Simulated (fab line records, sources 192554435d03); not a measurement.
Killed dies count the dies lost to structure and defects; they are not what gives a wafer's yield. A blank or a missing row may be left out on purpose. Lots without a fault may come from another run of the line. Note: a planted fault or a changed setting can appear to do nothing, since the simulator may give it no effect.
Which tool did it? -- flow n5Finfet -- 24 lots, 72 wafers sampled, at 5 steps of a route of 1938

## WHAT EACH GAUGE READ, for each wafer
N5_BEOL_M13_OVL_MEAS_11. Usual: V12_OVL gives -3 nm (standard deviation 4.8).
lot,measured,on,V12_OVL (nm),flag
L076,day 11 05:33,overlay-01,-9 -7 -1,
L074,day 11 08:13,overlay-01,-6 1 -5,
L075,day 11 12:52,overlay-02,-3 -1 1,
L077,day 11 21:55,overlay-01,2 -6 5,
L078,day 12 03:10,overlay-02,2 -8 -2,
L079,day 12 11:59,overlay-01,3 2 4,
L080,day 12 13:35,overlay-02,-8 -3 -8,
L081,day 12 23:10,overlay-01,-2 -4 -5,
L083,day 13 07:11,overlay-02,-9 -2 -2,
L082,day 13 07:29,overlay-02,1 0 -7,
L084,day 13 12:49,overlay-01,-10 -2 -7,
L085,day 14 11:42,overlay-02,-2 -3 -5,
L086,day 14 12:05,overlay-01,11 1 -1,
L088,day 14 12:40,overlay-02,-9 -4 -6,
L091,day 14 15:01,overlay-01,-6 -7 0,
L087,day 14 19:11,overlay-02,-7 -17 -3,
L090,day 15 00:13,overlay-02,-5 -9 5,
L089,day 15 02:00,overlay-01,6 6 1,
L094,day 15 23:27,overlay-02,-1 -1 -1,
L092,day 16 02:30,overlay-01,-5 7 -4,
L093,day 16 03:01,overlay-02,-3 -4 -5,
L095,day 16 03:17,overlay-02,-1 -10 -10,
L097,day 16 15:32,overlay-02,-9 -2 -1,
L096,day 16 17:18,overlay-02,-9 -8 -9,

N5_BEOL_M13_INSPECT_12: inspects for defects (macro). Usual: 2.1 for rawDefectCount, sd 1.4.
lot,measured,on,rawDefectCount,flag
L076,day 11 05:34,defectInspect-02,3 0 3,
L074,day 11 08:14,defectInspect-02,2 0 1,
L075,day 11 12:53,defectInspect-02,3 2 1,
L077,day 11 21:56,defectInspect-02,4 5 1,
L078,day 12 03:11,defectInspect-01,2 1 5,
L079,day 12 12:01,defectInspect-02,1 2 4,
L080,day 12 13:37,defectInspect-02,2 3 3,
L081,day 12 23:11,defectInspect-01,5 0 4,
L083,day 13 07:13,defectInspect-01,1 0 2,
L082,day 13 07:30,defectInspect-01,0 2 1,
L084,day 13 12:50,defectInspect-02,0 4 1,
L085,day 14 11:43,defectInspect-01,3 2 2,
L086,day 14 12:07,defectInspect-01,3 2 4,
L088,day 14 12:41,defectInspect-01,5 2 4,
L091,day 14 15:02,defectInspect-02,2 3 0,
L087,day 14 19:13,defectInspect-02,3 0 2,
L090,day 15 00:14,defectInspect-01,2 1 2,
L089,day 15 02:01,defectInspect-02,1 2 2,
L094,day 15 23:28,defectInspect-01,1 5 1,
L092,day 16 02:32,defectInspect-02,5 3 3,
L093,day 16 03:03,defectInspect-02,1 2 2,
L095,day 16 03:19,defectInspect-01,0 1 3,
L097,day 16 15:33,defectInspect-01,2 3 4,
L096,day 16 17:19,defectInspect-01,1 4 1,

N5_BEOL_M13_THK_MEAS_50: measures by xrf. Usual: M13_THK gives 417 nm (standard deviation 7.7).
lot,measured,on,M13_THK (nm),flag
L076,day 11 09:18,filmMetro-01,411 417 418,
L074,day 11 12:01,filmMetro-02,413 425 432,
L075,day 11 16:53,filmMetro-02,428 436 428,
L077,day 12 05:14,filmMetro-02,421 421 432,
L078,day 12 08:24,filmMetro-01,406 409 410,
L079,day 12 15:29,filmMetro-02,417 417 422,
L080,day 12 19:14,filmMetro-02,416 420 416,
L081,day 13 05:46,filmMetro-02,418 427 421,
L083,day 13 10:33,filmMetro-01,428 432 416,
L082,day 13 11:46,filmMetro-01,405 410 411,
L084,day 13 17:19,filmMetro-02,415 421 417,
L085,day 14 18:46,filmMetro-02,414 410 412,
L086,day 14 19:29,filmMetro-02,422 426 421,
L088,day 14 19:33,filmMetro-02,427 418 421,
L091,day 14 20:07,filmMetro-02,417 430 417,
L087,day 14 22:19,filmMetro-02,418 427 424,
L090,day 15 04:58,filmMetro-01,413 414 419,
L089,day 15 07:52,filmMetro-01,422 411 418,
L094,day 16 04:22,filmMetro-02,416 431 427,
L092,day 16 06:03,filmMetro-02,427 421 420,
L093,day 16 09:16,filmMetro-01,404 398 406,
L095,day 16 09:13,filmMetro-01,415 408 414,
L097,day 16 23:02,filmMetro-01,409 422 415,
L096,day 16 22:05,filmMetro-01,410 410 410,

## TOOL THAT RAN EACH LOT (tool first, then ch and the chambers of the sampled wafers, then the start)
lot,N5_BEOL_M13_ETCH_68,N5_BEOL_M13_TRENCH_ETCH_34
L076,"rieDiel-04 ch 0,1,2, day 11 07:08","rieDiel-04 ch 0,1,2, day 11 07:21"
L074,"rieDiel-04 ch 1,3, day 11 09:25","rieDiel-04 ch 1,3, day 11 09:38"
L075,"rieDiel-04 ch 0,3, day 11 14:10","rieDiel-04 ch 0,3, day 11 14:24"
L077,"rieDiel-04 ch 0,1,3, day 11 23:13","rieDiel-04 ch 0,1,3, day 11 23:26"
L078,"rieDiel-05 ch 1,2,3, day 12 04:23","rieDiel-05 ch 1,2,3, day 12 04:37"
L079,"rieDiel-01 ch 0,1,3, day 12 13:25","rieDiel-01 ch 0,1,3, day 12 13:38"
L080,"rieDiel-05 ch 0,1,2, day 12 15:17","rieDiel-05 ch 0,1,2, day 12 15:30"
L081,"rieDiel-01 ch 1,2,3, day 13 00:52","rieDiel-01 ch 1,2,3, day 13 01:05"
L083,"rieDiel-04 ch 1,2,3, day 13 08:23","rieDiel-04 ch 1,2,3, day 13 08:36"
L082,"rieDiel-05 ch 0,2, day 13 08:46","rieDiel-05 ch 0,2, day 13 08:59"
L084,"rieDiel-05 ch 0,1, day 13 13:59","rieDiel-05 ch 0,1, day 13 14:13"
L085,"rieDiel-05 ch 0,1,2, day 14 13:01","rieDiel-05 ch 0,1,2, day 14 13:14"
L086,"rieDiel-01 ch 1,2,3, day 14 13:24","rieDiel-01 ch 1,2,3, day 14 13:38"
L088,"rieDiel-05 ch 1,3, day 14 13:59","rieDiel-05 ch 1,3, day 14 14:12"
L091,"rieDiel-01 ch 0,1, day 14 16:12","rieDiel-01 ch 0,1, day 14 16:25"
L087,"rieDiel-04 ch 1,2, day 14 20:29","rieDiel-04 ch 1,2, day 14 20:43"
L090,"rieDiel-01 ch 0,1, day 15 01:31","rieDiel-01 ch 0,1, day 15 01:44"
L089,"rieDiel-01 ch 0,1,3, day 15 03:56","rieDiel-01 ch 0,1,3, day 15 04:09"
L094,"rieDiel-04 ch 0,2,3, day 16 00:38","rieDiel-04 ch 0,2,3, day 16 00:51"
L092,"rieDiel-01 ch 0,1,2, day 16 03:52","rieDiel-01 ch 0,1,2, day 16 04:05"
L093,"rieDiel-01 ch 0,1,2, day 16 04:25","rieDiel-01 ch 0,1,2, day 16 04:38"
L095,"rieDiel-05 ch 0,3, day 16 04:31","rieDiel-05 ch 0,3, day 16 04:44"
L097,"rieDiel-05 ch 0,3, day 16 17:22","rieDiel-05 ch 0,3, day 16 17:35"
L096,"rieDiel-01 ch 0,1,3, day 16 18:40","rieDiel-01 ch 0,1,3, day 16 18:53"
- N5_BEOL_M13_ETCH_68: etches SOC in N2/H2, time 355 s.
- N5_BEOL_M13_TRENCH_ETCH_34: etches SiOC in C4F8/O2/Ar, target depth 413.47 nm, time 162.6 s.

## AS READ BY THE TOOLS THEMSELVES (means over the sampled wafers that have a number; for cases with no such wafer, the mark the record gives instead)
N5_BEOL_M13_ETCH_68. Usual: drypumpMotorCurrentA 5.8 A, standard deviation 0.39; oesProductAu 0.79 a.u., standard deviation 0.067; rfVppV 524.5 V, standard deviation 2.6; showerheadPlenumPTorr 2.56 Torr, standard deviation 0.09; throttleValvePct 17.72 %, standard deviation 0.2.
lot,tool,drypumpMotorCurrentA (A),oesProductAu (a.u.),rfVppV (V),showerheadPlenumPTorr (Torr),throttleValvePct (%),flag
L076,rieDiel-04,5.5,0.81,526.0,2.63,17.57,
L074,rieDiel-04,5.7,0.88,527.2,2.69,17.57,
L075,rieDiel-04,5.3,0.79,524.6,2.57,17.53,
L077,rieDiel-04,5.5,0.83,526.2,2.63,17.61,
L078,rieDiel-05,5.9,0.74,523.8,2.54,17.92,
L079,rieDiel-01,6.1,0.75,523.2,2.54,17.67,
L080,rieDiel-05,5.8,0.80,523.3,2.53,17.89,
L081,rieDiel-01,5.8,0.77,522.7,2.47,17.70,
L083,rieDiel-04,5.7,0.85,529.0,2.68,17.54,
L082,rieDiel-05,5.5,0.80,524.3,2.57,17.99,
L084,rieDiel-05,6.0,0.79,522.6,2.48,17.82,
L085,rieDiel-05,5.8,0.78,523.4,2.53,17.92,
L086,rieDiel-01,5.8,0.76,522.3,2.47,17.72,
L088,rieDiel-05,6.2,0.90,523.9,2.54,17.58,
L091,rieDiel-01,6.1,0.73,524.1,2.56,17.76,
L087,rieDiel-04,5.7,0.83,528.4,2.68,17.51,
L090,rieDiel-01,6.2,0.73,523.7,2.56,17.77,
L089,rieDiel-01,6.1,0.73,522.3,2.53,17.70,
L094,rieDiel-04,5.5,0.80,526.0,2.62,17.50,
L092,rieDiel-01,5.9,0.74,523.1,2.50,17.80,
L093,rieDiel-01,5.8,0.74,522.6,2.50,17.81,
L095,rieDiel-05,6.1,0.90,525.8,2.59,17.60,
L097,rieDiel-05,6.1,0.89,524.6,2.59,17.60,
L096,rieDiel-01,6.1,0.72,523.2,2.52,17.72,

N5_BEOL_M13_TRENCH_ETCH_34. Usual: drypumpMotorCurrentA 5.8 A, standard deviation 0.39; oesProductAu 0.79 a.u., standard deviation 0.067; rfVppV 666 V, standard deviation 3.3; showerheadPlenumPTorr 3.44 Torr, standard deviation 0.1; throttleValvePct 24.16 %, standard deviation 0.18.
lot,tool,drypumpMotorCurrentA (A),oesProductAu (a.u.),rfVppV (V),showerheadPlenumPTorr (Torr),throttleValvePct (%),flag
L076,rieDiel-04,5.5,0.82,669,3.54,24.09,
L074,rieDiel-04,5.7,0.88,671,3.60,24.07,
L075,rieDiel-04,5.3,0.79,667,3.48,24.10,
L077,rieDiel-04,5.5,0.82,668,3.53,24.13,
L078,rieDiel-05,5.9,0.75,665,3.40,24.29,
L079,rieDiel-01,6.1,0.76,666,3.41,24.10,
L080,rieDiel-05,5.8,0.80,665,3.40,24.30,
L081,rieDiel-01,5.8,0.77,662,3.35,24.21,
L083,rieDiel-04,5.7,0.85,669,3.60,24.06,
L082,rieDiel-05,5.5,0.80,666,3.43,24.29,
L084,rieDiel-05,6.1,0.79,664,3.36,24.34,
L085,rieDiel-05,5.8,0.79,665,3.39,24.32,
L086,rieDiel-01,5.8,0.77,664,3.35,24.22,
L088,rieDiel-05,6.2,0.88,666,3.42,24.00,
L091,rieDiel-01,6.1,0.73,666,3.43,24.08,
L087,rieDiel-04,5.7,0.83,671,3.60,24.02,
L090,rieDiel-01,6.2,0.73,666,3.43,24.08,
L089,rieDiel-01,6.1,0.74,665,3.40,24.12,
L094,rieDiel-04,5.5,0.79,668,3.53,24.05,
L092,rieDiel-01,5.9,0.75,663,3.36,24.20,
L093,rieDiel-01,5.9,0.74,664,3.36,24.20,
L095,rieDiel-05,6.1,0.89,668,3.46,23.93,
L097,rieDiel-05,6.1,0.90,666,3.46,23.93,
L096,rieDiel-01,6.1,0.73,664,3.40,24.13,

## THE ANSWER, worked out from the rows above alone
Rule: take the mean of a lot's wafers that have a number; if it is more than 3 standard deviations from the usual mean, the lot is off. A lot without any number at a reading at which 4 lots or more have one is off too. All remaining lots with rows at the step are treated as sound. Order of review: gauges by route order, followed by the tools' own readings, for which a lot's mean as printed above is used. The first step at which some lot is off is used, and at that step the reading that is off furthest; a lot without a number counts as furthest.
Across all readings shown, no lot is off: no conclusion can be drawn from this.

## WHAT THE SIMULATOR PUT IN
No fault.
